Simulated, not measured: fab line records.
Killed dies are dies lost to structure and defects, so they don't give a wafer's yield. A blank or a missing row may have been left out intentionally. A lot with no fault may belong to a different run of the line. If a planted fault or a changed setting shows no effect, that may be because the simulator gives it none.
Matching of chambers || flow nandHarc || NHARC_A_STAIRCASE_ALD_420 on aldHk-04 has 4 sister chambers
The step deposits SiO2, target thk 20 nm, pulse time 6 s, ald cycles 200. 20 wafers are shown with their chamber, then 10 later ones without.

## WAFERS PAIRED WITH THEIR CHAMBERS
{"wafer": "L074.2", "chamber": 1, "heaterPowerW (W)": 402, "precursorPulseHeightRel": 0.984}
{"wafer": "L074.3", "chamber": 2, "heaterPowerW (W)": 469, "precursorPulseHeightRel": 0.996}
{"wafer": "L074.6", "chamber": 3, "heaterPowerW (W)": 465, "precursorPulseHeightRel": 0.987}
{"wafer": "L075.3", "chamber": 3, "heaterPowerW (W)": 471, "precursorPulseHeightRel": 1.024}
{"wafer": "L075.5", "chamber": 2, "heaterPowerW (W)": 465, "precursorPulseHeightRel": 0.978}
{"wafer": "L075.6", "chamber": 1, "heaterPowerW (W)": 397, "precursorPulseHeightRel": 1.002}
{"wafer": "L081.2", "chamber": 1, "heaterPowerW (W)": 406, "precursorPulseHeightRel": 0.966}
{"wafer": "L081.3", "chamber": 3, "heaterPowerW (W)": 466, "precursorPulseHeightRel": 1.008}
{"wafer": "L081.5", "chamber": 3, "heaterPowerW (W)": 482, "precursorPulseHeightRel": 1.005}
{"wafer": "L082.1", "chamber": 1, "heaterPowerW (W)": 405, "precursorPulseHeightRel": 0.981}
{"wafer": "L082.2", "chamber": 0, "heaterPowerW (W)": 485, "precursorPulseHeightRel": 1.017}
{"wafer": "L082.5", "chamber": 1, "heaterPowerW (W)": 407, "precursorPulseHeightRel": 0.988}
{"wafer": "L083.2", "chamber": 0, "heaterPowerW (W)": 496, "precursorPulseHeightRel": 0.994}
{"wafer": "L083.4", "chamber": 1, "heaterPowerW (W)": 398, "precursorPulseHeightRel": 0.977}
{"wafer": "L083.5", "chamber": 3, "heaterPowerW (W)": 449, "precursorPulseHeightRel": 1.008}
{"wafer": "L087.3", "chamber": 0, "heaterPowerW (W)": 502, "precursorPulseHeightRel": 1.021}
{"wafer": "L087.4", "chamber": 2, "heaterPowerW (W)": 454, "precursorPulseHeightRel": 0.985}
{"wafer": "L087.6", "chamber": 2, "heaterPowerW (W)": 437, "precursorPulseHeightRel": 1.006}
{"wafer": "L088.3", "chamber": 2, "heaterPowerW (W)": 462, "precursorPulseHeightRel": 0.994}
{"wafer": "L088.4", "chamber": 1, "heaterPowerW (W)": 427, "precursorPulseHeightRel": 0.972}

SIGNATURES (averages over the wafers above)
{"reading": "heaterPowerW", "chamber 0": 494.33, "chamber 1": 406.00, "chamber 2": 457.40, "chamber 3": 466.60, "scatter within a chamber": 11.1}
{"reading": "precursorPulseHeightRel", "chamber 0": 1.01067, "chamber 1": 0.98143, "chamber 2": 0.99180, "chamber 3": 1.00640, "scatter within a chamber": 0.0122}
Rule: a wafer lies at a distance from a chamber equal to the root of the sum of squares, over the readings, of (its reading less the chamber's mean, divided by the reading's scatter). The wafer belongs to the nearest chamber; if the next one is less than 2 further off, it can't be placed. The scatter is the square root of a quotient: the sum, over the shown wafers, of each reading's squared deviation from its chamber's mean, divided by wafers minus chambers.

## WAFERS WITH NO CHAMBER GIVEN
{"wafer": "L088.6", "heaterPowerW (W)": 448, "precursorPulseHeightRel": 1.009}
{"wafer": "L090.2", "heaterPowerW (W)": 458, "precursorPulseHeightRel": 1.026}
{"wafer": "L090.3", "heaterPowerW (W)": 402, "precursorPulseHeightRel": 0.988}
{"wafer": "L090.5", "heaterPowerW (W)": 397, "precursorPulseHeightRel": 0.976}
{"wafer": "L091.3", "heaterPowerW (W)": 465, "precursorPulseHeightRel": 0.974}
{"wafer": "L091.4", "heaterPowerW (W)": 492, "precursorPulseHeightRel": 1.036}
{"wafer": "L091.6", "heaterPowerW (W)": 455, "precursorPulseHeightRel": 1.017}
{"wafer": "L093.4", "heaterPowerW (W)": 405, "precursorPulseHeightRel": 1.003}
{"wafer": "L093.5", "heaterPowerW (W)": 459, "precursorPulseHeightRel": 0.997}
{"wafer": "L093.6", "heaterPowerW (W)": 398, "precursorPulseHeightRel": 1.035}

## EACH ONE'S CHAMBER
{"wafer": "L088.6", "from the rows above": "can't be placed: 2 or 3", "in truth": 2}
{"wafer": "L090.2", "from the rows above": "can't be placed: 3 or 2 or 0", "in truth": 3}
{"wafer": "L090.3", "from the rows above": 1, "in truth": 1}
{"wafer": "L090.5", "from the rows above": 1, "in truth": 1}
{"wafer": "L091.3", "from the rows above": "can't be placed: 2 or 3", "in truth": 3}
{"wafer": "L091.4", "from the rows above": "can't be placed: 0 or 3", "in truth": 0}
{"wafer": "L091.6", "from the rows above": "can't be placed: 3 or 2", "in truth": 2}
{"wafer": "L093.4", "from the rows above": 1, "in truth": 1}
{"wafer": "L093.5", "from the rows above": "can't be placed: 2 or 3", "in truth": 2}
{"wafer": "L093.6", "from the rows above": "can't be placed: 1 or 2", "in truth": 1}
Placed correctly: 3 of 10. Cannot be placed on the basis of these rows: 7; the candidates contain the true chamber in 7. Placed wrongly: 0.
